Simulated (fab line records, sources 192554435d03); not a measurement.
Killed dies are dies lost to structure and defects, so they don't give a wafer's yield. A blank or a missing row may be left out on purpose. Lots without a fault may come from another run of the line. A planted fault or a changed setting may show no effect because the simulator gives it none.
Split-lot experiment | flow n5_finfet | 7 lots, 21 wafers read, on a route of 1938 steps

THE SPLIT
At N5_BEOL_M12_COAT_04 (resist thk 400 nm), the setting spin_rpm was moved away from the recipe's 1625 rpm on 7 of the 21 wafers read, by -7.3% to +11.1%. The other wafers ran this setting at the recipe's value.

FROM THE SPLIT TO THE READING: what the file shows between them, 6 steps
- N5_BEOL_M12_EXPOSE_07: exposes mask V11 (also split here: dose_mj)
- N5_BEOL_M12_PEB_08: peb time 90 s
- N5_BEOL_M12_DEVELOP_09: develop time 45 s
- N5_BEOL_M12_HARDBAKE_14: time 120 s
- N5_BEOL_M12_CD_MEAS_10: target cd 140 nm
- N5_BEOL_M12_DESCUM_15: chemistry O2, time 7.9 s

THE READING
coat_of_BEOL_M12_COAT_04.thk_nm (the simulator's own value, which no gauge read), in nm, at N5_BEOL_M12_ETCH_59 (etches BARC in N2/H2, target depth 89 nm, overetch 26.7 nm, time 67.9 s). The file gives no usual value for it. The 14 wafers here that ran the recipe average 317.7 nm, standard deviation 1.6 nm.

wafer  | tool, chamber at the split | spin_rpm as run, rpm | against the recipe | coat_of_BEOL_M12_COAT_04.thk_nm, nm | against lot-mates on the recipe
L077.1 | litho_track-04, 0          | 1625                 | recipe             | 316.2                               | -
L077.5 | litho_track-04, 0          | 1806                 | +11.1%             | 294.8                               | -21.6
L077.6 | litho_track-04, 0          | 1625                 | recipe             | 316.6                               | -
L078.4 | litho_track-02, 0          | 1625                 | recipe             | 317.4                               | -
L078.5 | litho_track-02, 0          | 1687                 | +3.8%              | 311.2                               | -5.9
L078.6 | litho_track-02, 0          | 1625                 | recipe             | 316.8                               | -
L080.1 | litho_track-04, 0          | 1625                 | recipe             | 318                                 | -
L080.5 | litho_track-04, 0          | 1625                 | recipe             | 320.6                               | -
L080.6 | litho_track-04, 0          | 1625                 | recipe             | 318.8                               | -
L083.4 | litho_track-04, 0          | 1506                 | -7.3%              | 332.8                               | +15.5
L083.5 | litho_track-04, 0          | 1625                 | recipe             | 318.4                               | -
L083.6 | litho_track-04, 0          | 1625                 | recipe             | 316.2                               | -
L084.2 | litho_track-04, 0          | 1541                 | -5.2%              | 325                                 | no lot-mate on the recipe
L084.4 | litho_track-04, 0          | 1541                 | -5.2%              | 327.6                               | no lot-mate on the recipe
L084.6 | litho_track-04, 0          | 1541                 | -5.2%              | 324                                 | no lot-mate on the recipe
L096.3 | litho_track-02, 0          | 1625                 | recipe             | 316.4                               | -
L096.5 | litho_track-02, 0          | 1625                 | recipe             | 320.4                               | -
L096.6 | litho_track-02, 0          | 1542                 | -5.1%              | 327.2                               | +8.8
L097.2 | litho_track-03, 0          | 1625                 | recipe             | 315.8                               | -
L097.4 | litho_track-03, 0          | 1625                 | recipe             | 316.4                               | -
L097.5 | litho_track-03, 0          | 1625                 | recipe             | 319.6                               | -

THE FIT
A straight line over all 21 wafers: coat_of_BEOL_M12_COAT_04.thk_nm changes by -1.89 nm for each +1% of spin_rpm; r = -0.97; the points scatter about the line by 1.7 nm.
The same after taking each lot's own level away (the mean of its wafers on the recipe; 18 wafers): -1.93 nm for each +1%; r = -0.98; scatter 1.3 nm.
On that fit, the largest move of spin_rpm shifts the reading by 22 nm.
The lots' own levels span 316.40 to 319.13 nm, that is 1.7 times the standard deviation above.
So the lot-to-lot level changes the slope little: the two slopes agree.
Check: with one of the wafers moved furthest among these (+11.1%) left out of the fit, the line predicts -21.1 nm for it against its lot-mates. It came out at -21.6 nm against them.

OTHER SPLITS ON THESE WAFERS
These wafers also went through other splits before the reading. Each is held against what the fit with the lots' levels taken away leaves over:
other split on the same wafers | wafers away from the commonest value | r with coat_of_BEOL_M12_COAT_04.thk_nm (lot level and that fit taken away)
N5_BEOL_M8_COAT_05 spin_rpm    | 5                                    | +0.43
N5_BEOL_M10_ILD_DEP_00 time_s  | 8                                    | +0.12
N5_BEOL_M11_ILD_DEP_00 time_s  | 4                                    | +0.01
N5_BEOL_M11_PECVD_70 time_s    | 4                                    | -0.40
N5_BEOL_M12_EXPOSE_07 dose_mj  | 9                                    | -0.21

THE WHOLE CHAIN: every reading that the file lists as answering this split, in the file's order
step                 | what it does                                                            | reading                                                                          | change (the file's fit)              | r (the file's)
N5_BEOL_M12_COAT_04  | resist thk 400 nm                                                       | coat_of_BEOL_M12_COAT_04.thk_nm (the simulator's own value, which no gauge read) | -2.01 nm for each +1% of the setting | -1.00
N5_BEOL_M12_ETCH_59  | etches BARC in N2/H2, target depth 89 nm, overetch 26.7 nm, time 67.9 s | coat_of_BEOL_M12_COAT_04.thk_nm (the simulator's own value, which no gauge read) | -1.93 nm for each +1% of the setting | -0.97
N5_BEOL_M12_STRIP_63 | strips in N2/H2                                                         | strip_time_to_endpoint_s                                                         | withheld for each +1% of the setting | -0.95

THE FILE'S OWN FIT
coat_of_BEOL_M12_COAT_04.thk_nm changes by -1.93 nm for each +1% of spin_rpm, r = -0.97.
